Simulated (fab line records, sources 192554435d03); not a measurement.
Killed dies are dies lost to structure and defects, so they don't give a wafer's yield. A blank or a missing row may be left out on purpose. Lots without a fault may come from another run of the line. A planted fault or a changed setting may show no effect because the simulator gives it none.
fab line records | flow n5_finfet
record lots=13 wafers=34 last_day=18
route steps=1938 shown SDB@347 DUMMY_REMOVAL@381 PASSIVATION@1936
lots that met no fault: from a run of the same line without faults
start_h: hours from the record's first day to the start of the lot's first wafer shown | wait_h: hours since the lot's step before | " the same as in the row above | L1.1+2: a row that stands for several wafers | - no value, or no start given | * or withheld: withheld | < > ~ a bound
route shown NAME@n: a module of which the file shows steps, and the number in the route of the first | usual: mean/standard deviation of fault-free wafers | same: alike in all rows | chamber/n: place in a boat | sites: the reading at each site | _std_site: their standard deviation | _edge_site: outer sites' mean less inner sites' | radius_mm: how far each site lies from the wafer's centre | mask NAME#n: copy n | behind: the tool/chamber that last shaped the wafer | hold: why the lot was held/for how many hours/how that ended | device: the transistor (n, p or np) that didn't switch | end of line: the same wafers' tests at the end of the route | a step without rows: its recipe alone | killed: dies lost to structure and defects at the first sort, not the wafer's yield | map: a wafer's dies, x killed, . not, _ none there
set.NAME: the setting as run; set.NAME@STEP: as run at that earlier step | model.NAME: the simulator's own value behind a step, which no gauge read
steps of the route over a sample of lots; a table a step, a row a wafer
services: from which hour (start_h, from the record's first day; less than 0 if before it) a tool's chamber was out of use, for how many hours, and why
## steps
# step N5_SDB_HM_DEP_00
# recipe material=SiNx target_thk_a=400 temp_c=400 precursor=SiH4/NH3/N2 pressure_torr=1.5 rf_w=300 time_s=35.3
# usual heater_power_w=791/120 showerhead_plenum_p_Torr=5.20/0.086 throttle_valve_pct=39.2/1.2
# columns lot.wafer tool chamber start_h wait_h heater_power_w showerhead_plenum_p_Torr throttle_valve_pct
L432.1 pecvd-04 0 64.49 0.0 733 5.23 40.0
L432.2 " 2 " " 932 5.34 38.0
L432.3 " 1 " " 878 5.16 39.1
L433.1 pecvd-01 0 75.09 0.0 867 5.23 38.5
L433.4 " 0 " " 876 5.24 38.8
L433.6 " 1 " " 646 5.13 38.3
L436.2 pecvd-02 0 92.11 0.0 713 5.22 40.6
L436.4 " 2 " " 737 5.00 39.3
L436.5 " 1 " " 681 5.24 42.2
L437.1 pecvd-01 2 96.63 0.0 769 5.18 37.7
L437.2 " 0 " " 939 5.23 38.9
L437.3 " 1 " " 665 5.11 38.1
L438.2 pecvd-01 0 103.67 0.0 849 5.24 38.7
L438.5 " 0 " " 868 5.25 38.7
L439.2 pecvd-01 2 107.09 0.0 755 5.18 37.8
L439.3 " 1 " " 619 5.12 38.5
L440.1 pecvd-04 1 115.87 0.0 974 5.18 39.5
L440.6 " 2 " " 949 5.34 38.1
L444.3 pecvd-02 0 139.13 0.0 728 5.23 41.0
L444.4 " 1 " " 777 5.26 41.9
L444.6 " 2 " " 734 5.01 39.1
L447.2 pecvd-01 1 155.51 0.0 623 5.12 38.0
L447.4 " 1 " " 621 5.11 38.2
L447.5 " 0 " " 803 5.25 38.9
L450.3 pecvd-01 2 173.66 0.0 741 5.17 37.7
L450.4 " 1 " " 624 5.12 38.1
L452.2 pecvd-04 0 185.69 0.0 696 5.24 39.9
L452.5 " 0 " " 719 5.24 39.9
L454.1 pecvd-01 1 204.75 0.0 651 5.12 38.3
L454.4 " 1 " " 642 5.12 38.0
L454.6 " 1 " " 630 5.12 38.3
L455.2 pecvd-04 0 209.80 0.0 785 5.25 40.1
L455.5 " 2 " " 1010 5.35 38.6
L455.6 " 0 " " 792 5.24 40.1
# step N5_SDB_CUT_ETCH_26
# recipe chemistry=HBr/Cl2/O2 target=Si target_depth_a=1296 bt_time_s=20 mask_material=SiNx time_s=51.8 ion_energy_ev=* bias_w=* pressure_mtorr=10 icp_w=800 HBr_flow_sccm=150 Cl2_flow_sccm=80 O2_flow_sccm=12
# usual drypump_motor_current_A=5.9/0.4 mfc_cl2_sccm=79.98/0.24 oes_product_au=1.008/0.015 throttle_valve_pct=37.0/0.3
# columns lot.wafer tool chamber start_h wait_h drypump_motor_current_A mfc_cl2_sccm oes_product_au rf_hours_counter_h throttle_valve_pct
L432.1 rie_si-02 2 66.43 0.1 4.9 79.65 1.011 27 37.7
L432.2 " 0 " " 6.2 80.03 0.984 171 37.2
L432.3 " 3 " " 6.3 79.95 0.991 163 36.7
L433.1 rie_si-05 2 76.24 0.1 6.2 80.22 1.012 35 36.7
L433.4 " 3 " " 5.7 79.71 1.020 40 36.8
L433.6 " 1 " " 5.7 80.63 1.000 - 36.8
L436.2 rie_si-03 0 93.26 0.1 6.4 79.79 1.011 198 36.8
L436.4 " 1 " " 6.0 80.38 0.997 1 37.2
L436.5 " 0 " " 6.3 80.16 1.011 - 36.8
L437.1 rie_si-05 2 97.86 0.1 6.2 80.20 1.010 35 36.7
L437.2 " 0 " " 6.1 79.61 1.026 3 37.3
L437.3 " 1 " " 5.7 80.31 1.009 23 36.8
L438.2 rie_si-03 2 104.88 0.1 6.0 80.07 1.024 142 37.0
L438.5 " 0 " " 6.4 80.07 1.004 - 36.8
L439.2 rie_si-02 3 108.26 0.1 6.3 79.59 0.988 164 36.7
L439.3 " 0 " " 6.2 79.68 0.985 172 37.2
L440.1 rie_si-05 2 117.78 0.1 6.2 79.93 1.011 36 36.7
L440.6 " 1 " " 5.7 80.14 1.007 - 36.8
L444.3 rie_si-05 3 140.52 0.1 5.7 79.89 1.021 41 36.8
L444.4 " 0 " " 6.1 80.26 1.017 4 37.3
L444.6 " 3 " " 5.7 79.59 1.032 - 36.8
L447.2 rie_si-02 3 156.90 0.1 6.3 79.53 0.988 165 36.7
L447.4 " 0 " " 6.2 80.19 0.977 173 37.2
L447.5 " 1 " " 5.8 79.69 0.981 - 36.7
L450.3 rie_si-03 1 174.99 0.1 6.0 79.80 0.996 2 37.2
L450.4 " 0 " " 6.3 79.72 1.003 1 37.4
L452.2 rie_si-02 1 186.84 0.1 5.8 79.80 0.986 62 36.7
L452.5 " 3 " " 6.3 79.80 0.995 - 36.7
L454.1 rie_si-03 3 205.97 0.1 5.5 79.98 1.014 51 36.8
L454.4 " 0 " " 6.3 80.13 1.011 1 37.4
L454.6 " 0 " " 6.3 80.04 1.006 - 37.5
L455.2 rie_si-03 2 211.52 0.1 5.9 79.76 1.012 144 37.1
L455.5 " 1 " " 6.0 79.63 0.996 - 37.2
L455.6 " 0 " " 6.3 79.84 1.003 - 37.4
# step N5_SDB_CMP_30
# recipe stop_on=poly-Si t_overpolish_s=1.54 post_cmp_clean=alkaline_brush down_force_psi=4.1491 platen_rpm=51.796 pad_velocity_m_s=1.0306 target_thk_nm=30
# usual edge_zone_pressure_frac=1.000/0.0049 head_pressure_psi=4.149/0.0084 motor_current_A=12.4/1.1 overpolish_run_s=1.541/0.0098 retaining_ring_pressure_frac=1.000/0.005 time_to_endpoint_s=16.9/2.6
# columns lot.wafer tool chamber start_h wait_h edge_zone_pressure_frac head_pressure_psi motor_current_A overpolish_run_s retaining_ring_pressure_frac time_to_endpoint_s
L432.2 cmp-03 2 69.34 1.4 1.004 4.134 13.4 1.558 0.999 16.4
L432.3 " 3 " " 1.002 4.153 13.5 1.539 0.991 18.5
L432.1 " 1 " " 0.995 4.163 11.4 1.529 1.001 16.1
L433.4 cmp-04 0 79.24 1.5 0.992 4.150 11.1 1.534 1.004 13.3
L433.1 " 1 " " 0.994 4.135 13.8 1.523 1.002 16.0
L433.6 " 3 " " 0.999 4.165 12.3 1.558 0.998 16.5
L436.4 cmp-04 1 96.27 1.5 0.998 4.168 13.7 1.537 0.997 14.7
L436.2 " 3 " " 0.995 4.143 12.6 1.550 1.003 15.1
L436.5 " 2 " " 1.002 4.152 10.8 1.546 1.007 18.6
L437.1 cmp-04 0 100.78 1.4 1.003 4.146 11.0 1.541 1.004 16.1
L437.3 " 2 " " 1.004 4.151 10.5 1.549 1.002 20.3
L437.2 " 3 " " 1.000 4.143 13.0 1.555 0.998 21.0
L438.2 cmp-04 1 108.96 1.5 1.006 4.135 13.9 1.539 0.992 17.6
L438.5 " 2 " " 1.003 4.145 10.7 1.533 1.000 19.5
L439.3 cmp-04 1 111.72 1.5 0.998 4.148 12.8 1.538 1.000 19.8
L439.2 " 2 " " 1.002 4.141 10.5 1.556 1.003 20.5
L440.1 cmp-04 0 120.77 1.5 0.995 4.166 11.5 1.545 0.999 15.0
L440.6 " 2 " " 1.003 4.153 10.3 1.538 0.996 21.9
L444.3 cmp-04 3 143.85 1.4 0.998 3.453 11.4 1.536 0.993 19.5
L444.4 " 0 " " 1.000 3.449 10.3 1.538 1.000 19.1
L444.6 " 3 " " 1.003 3.436 11.3 1.542 1.001 20.4
L447.4 cmp-04 1 160.70 1.4 0.996 3.452 12.2 1.536 1.004 20.1
L447.2 " 2 " " 1.001 3.443 9.8 1.548 1.004 23.5
L447.5 " 1 " " 1.000 3.461 12.5 1.564 1.000 22.0
L450.4 cmp-03 0 178.45 1.4 0.994 4.163 14.4 1.535 1.010 17.1
L450.3 " 2 " " 1.007 4.145 12.9 1.538 0.987 20.1
L452.2 cmp-03 1 190.02 1.5 0.996 4.144 11.6 1.529 0.990 11.5
L452.5 " 3 " " 1.000 4.145 14.1 1.561 1.001 17.8
L454.1 cmp-03 2 209.56 1.4 0.995 4.143 12.5 1.553 0.994 17.4
L454.4 " 0 " " 1.010 4.154 14.6 1.549 1.002 19.7
L454.6 " 1 " " 1.004 4.152 11.3 1.545 1.006 14.4
L455.2 cmp-03 1 214.55 1.5 1.001 4.151 12.0 1.543 0.998 15.7
L455.5 " 2 " " 1.003 4.139 12.2 1.533 1.004 16.8
L455.6 " 3 " " 0.999 4.143 13.3 1.549 1.010 17.4
# step N5_DUMMY_REMOVAL_INSPECT_06
# recipe inspect_instrument=brightfield mode=aei
# usual raw_defect_count=11/4.9
# columns lot.wafer tool chamber start_h wait_h raw_defect_count
L432.1 defect_inspect-01 - 69.90 0.0 5
L432.2 " - " " 11
L432.3 " - " " 14
L433.1 defect_inspect-01 - 79.71 0.0 3
L433.4 " - " " 6
L433.6 " - " " 8
L436.2 defect_inspect-02 - 96.83 0.0 14
L436.4 " - " " 8
L436.5 " - " " 13
L437.1 defect_inspect-02 - 101.43 0.0 8
L437.2 " - " " 5
L437.3 " - " " 7
L438.2 defect_inspect-02 - 109.40 0.0 5
L438.5 " - " " 9
L439.2 defect_inspect-02 - 112.21 0.0 13
L439.3 " - " " 8
L440.1 defect_inspect-02 - 121.24 0.0 8
L440.6 " - " " 15
L444.3 defect_inspect-02 - 144.41 0.0 6
L444.4 " - " " 10
L444.6 " - " " 6
L447.2 defect_inspect-01 - 161.21 0.0 20
L447.4 " - " " 11
L447.5 " - " " 4
L450.3 defect_inspect-02 - 178.96 0.0 20
L450.4 " - " " 13
L452.2 defect_inspect-02 - 190.46 0.0 19
L452.5 " - " " 12
L454.1 defect_inspect-01 - 210.08 0.0 15
L454.4 " - " " 9
L454.6 " - " " 5
L455.2 defect_inspect-01 - 215.09 0.0 6
L455.5 " - " " 8
L455.6 " - " " 10
# step N5_PASSIVATION_PROBE_49
# usual killed_at_M0_to_M3=34/10 killed_at_M4_up=13/5.4 killed_at_contacts=13/6 killed_at_front_end=42/13 killed_at_other=4/3.2 killed_dies=107/18 killed_open=69/14 killed_short=35/7.7
# same gross_dies=1180 killed_at_back_side=0
# columns lot.wafer tool chamber start_h wait_h killed_at_M0_to_M3 killed_at_M4_up killed_at_contacts killed_at_front_end killed_at_other killed_dies killed_open killed_short
L452.2 prober-01 - 394.95 0.1 25 14 15 45 1 100 58 40
L452.5 prober-01 - 395.10 0.2 33 14 8 61 1 117 63 42
L450.3 prober-02 - 407.88 0.1 40 21 17 54 1 133 99 30
L450.4 prober-02 - 407.93 0.2 25 15 11 45 1 97 56 40
L454.1 prober-01 - 424.68 0.0 55 17 8 38 2 120 87 27
L454.4 prober-01 - 424.83 0.2 43 21 13 56 2 135 78 53
L454.6 prober-01 - 424.93 0.3 54 15 18 42 4 133 86 38
# killed by level:class
L452.2 FIN_SAQP:geometric_particle:open=13 FIN_SAQP:geometric_particle:short=13 MOL_CONTACT_COAG:geometric_particle:open=11 BEOL_M0:geometric_particle:open=7 BEOL_M3:geometric_particle:open=7 MOL_CONTACT_COAG:geometric_particle:short=4 BEOL_M0_SAQP:geometric_particle:short=3 BEOL_M3:geometric_particle:short=3
L452.5 FIN_SAQP:geometric_particle:open=12 FIN_SAQP:geometric_particle:short=11 DUMMY_GATE:geometric_particle:open=8 BEOL_M0_SAQP:geometric_particle:short=8 STARTING-WAFER:geometric_particle:open=7 HKMG_FIN:area_etch=7 MOL_CONTACT_COAG:geometric_particle:open=6 BEOL_M0_SAQP:geometric_particle:open=6
L450.3 STI_FIN_REVEAL:geometric_particle:open=17 BEOL_M0_SAQP:geometric_particle:open=15 MOL_CONTACT_COAG:geometric_particle:open=13 FIN_SAQP:geometric_particle:open=12 BEOL_M0_SAQP:geometric_particle:short=9 BEOL_M7:geometric_particle:open=7 FIN_SAQP:geometric_particle:short=6 BEOL_M3:geometric_particle:open=6
L450.4 MOL_CONTACT_COAG:geometric_particle:open=10 BEOL_M2:geometric_particle:short=8 DUMMY_GATE:geometric_particle:open=7 FIN_SAQP:geometric_particle:short=5 FIN_SAQP:geometric_particle:open=5 STARTING-WAFER:geometric_particle:short=5 STI_FIN_REVEAL:geometric_particle:open=5 BEOL_M0_SAQP:geometric_particle:short=5
L454.1 BEOL_M2:geometric_particle:open=18 BEOL_M0_SAQP:geometric_particle:open=10 FIN_SAQP:geometric_particle:open=8 BEOL_M4:geometric_particle:open=8 MOL_CONTACT_COAG:geometric_particle:open=7 BEOL_M1:geometric_particle:open=7 STI_FIN_REVEAL:geometric_particle:open=6 BEOL_M0_SAQP:geometric_particle:short=5
L454.4 BEOL_M0_SAQP:geometric_particle:short=13 FIN_SAQP:geometric_particle:open=10 STI_FIN_REVEAL:geometric_particle:open=10 BEOL_M4:geometric_particle:open=10 FIN_SAQP:geometric_particle:short=9 BEOL_M0_SAQP:geometric_particle:open=9 BEOL_M2:geometric_particle:open=9 MOL_CONTACT_COAG:geometric_particle:open=8
L454.6 BEOL_M0_SAQP:geometric_particle:open=15 MOL_CONTACT_COAG:geometric_particle:open=13 BEOL_M0_SAQP:geometric_particle:short=13 BEOL_M4:geometric_particle:open=10 BEOL_M2:geometric_particle:open=9 DUMMY_GATE:geometric_particle:open=7 FIN_SAQP:geometric_particle:open=5 STI_FIN_REVEAL:geometric_particle:open=5
## services
# columns tool chamber start_h hours kind
rie_si-02 2 57.92 4.5 repair
pecvd-01 1 62.97 5.5 scheduled_down
rie_si-02 0 63.29 2.6 repair
pecvd-02 - 66.27 2.8 pm
cmp-03 - 72.87 18.0 pm
rie_si-02 - 87.36 2.8 pm
rie_si-05 3 92.08 9.7 repair
cmp-03 - 95.47 2.7 repair
cmp-03 - 102.56 0.4 repair
pecvd-01 1 103.24 2.1 scheduled_down
rie_si-03 - 113.13 0.3 repair
pecvd-01 0 125.43 5.5 scheduled_down
pecvd-04 - 139.50 0.5 repair
pecvd-02 - 140.79 14.6 pm
cmp-04 - 146.17 0.8 repair
rie_si-05 0 161.35 3.6 repair
pecvd-02 2 166.02 23.7 repair
pecvd-01 0 175.57 5.5 scheduled_down
pecvd-04 - 182.39 1.5 repair
pecvd-04 1 188.20 4.6 repair
pecvd-01 - 188.36 0.8 repair
cmp-04 - 199.06 17.2 pm
pecvd-01 2 202.38 - clean
pecvd-01 2 202.38 - consumable_replace:showerhead
## key
first_sign step=N5_SDB_CMP_30 reading=head_pressure_psi direction=down sigmas=83 usual=4.149 struck=3.449
effect step=N5_SDB_CMP_30 reading=time_to_endpoint_s direction=up sigmas=1.5 usual=* struck=*
met_at N5_SDB_CMP_30
struck_lots L444,L447
tester_left_out L444,L447
baseline_loss step=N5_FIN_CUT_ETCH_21 wafers=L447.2
not_acting_at N5_SDB_HM_DEP_00,N5_SDB_CUT_ETCH_26,N5_DUMMY_REMOVAL_INSPECT_06
onset_between 120.77 143.85
fault kind=process_parameter_drift tool=cmp-04 chamber=- onset_h=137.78 steps=N5_SDB_CMP_30 channel=down_force_psi offset=-0.69781 shape=step end_h=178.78 acts_in=these_recipes_only stated=4.1491
# tester_left_out: of these lots the tester's yield and bins aren't shown, on N5 and GAA mostly nor the transistor test; their killed dies are dies lost to structure and defects alone, not to doping, threshold or leakage, so they don't give the yield
# baseline_loss: these wafers lose ten dies or more at that step, a loss of the line's own and not of a fault; the sort's usual values leave them out
